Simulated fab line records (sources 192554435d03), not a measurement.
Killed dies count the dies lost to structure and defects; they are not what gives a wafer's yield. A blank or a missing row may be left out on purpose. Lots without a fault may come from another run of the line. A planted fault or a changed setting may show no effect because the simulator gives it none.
Chamber matching ; flow n5 finfet ; N5_MOL_CONTACT_COAG_ALD_133 on ald sin-04 has 4 sister chambers
The step deposits SiO2, target thk 5 nm, pulse time 1 s, co reactant pulse time 1 s. 14 wafers are shown with their chamber, then 7 later ones without.

WAFERS WITH THEIR CHAMBER
wafer;chamber;heater power w (W);precursor pulse height rel
L075.3;0;73;0.981
L075.4;1;78;0.990
L075.6;2;93;0.977
L080.1;0;73;1.009
L080.2;3;70;0.994
L080.4;2;94;1.012
L083.3;2;95;0.999
L083.4;0;73;0.976
L083.5;1;79;0.996
L084.3;2;93;1.005
L084.4;0;72;1.008
L084.6;1;76;1.015
L086.2;2;94;1.002
L086.3;0;71;1.031

SIGNATURES (means of the wafers above)
reading;chamber 0;chamber 1;chamber 2;chamber 3;scatter within a chamber
heater power w;72.40;77.67;93.80;70.00;1.03
precursor pulse height rel;1.00100;1.00033;0.99900;0.99400;0.0175
Rule: a wafer lies at a distance from a chamber equal to the root of the sum of squares, over the readings, of (its reading less the chamber's mean, divided by the reading's scatter). If the next closest chamber is less than 2 further off than the closest, the wafer can't be placed; otherwise it belongs to the closest. The scatter is the square root of a quotient: the sum, over the shown wafers, of each reading's squared deviation from its chamber's mean, divided by wafers minus chambers.

WAFERS WITH NO CHAMBER GIVEN
wafer;heater power w (W);precursor pulse height rel
L086.5;70;0.974
L088.1;73;1.020
L088.3;93;1.004
L088.5;73;0.994
L093.2;73;0.993
L093.4;77;0.971
L093.5;93;0.986

WHICH CHAMBER EACH WENT THROUGH
wafer;from the rows above;in truth
L086.5;can't be placed: 3 or 0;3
L088.1;0;0
L088.3;2;2
L088.5;0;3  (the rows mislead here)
L093.2;0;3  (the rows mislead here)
L093.4;1;1
L093.5;2;2
Correct placement for 4 of the 7. Unplaceable from these rows: 1, with the true chamber sitting among the candidates in 1. Wrongly placed: 2.
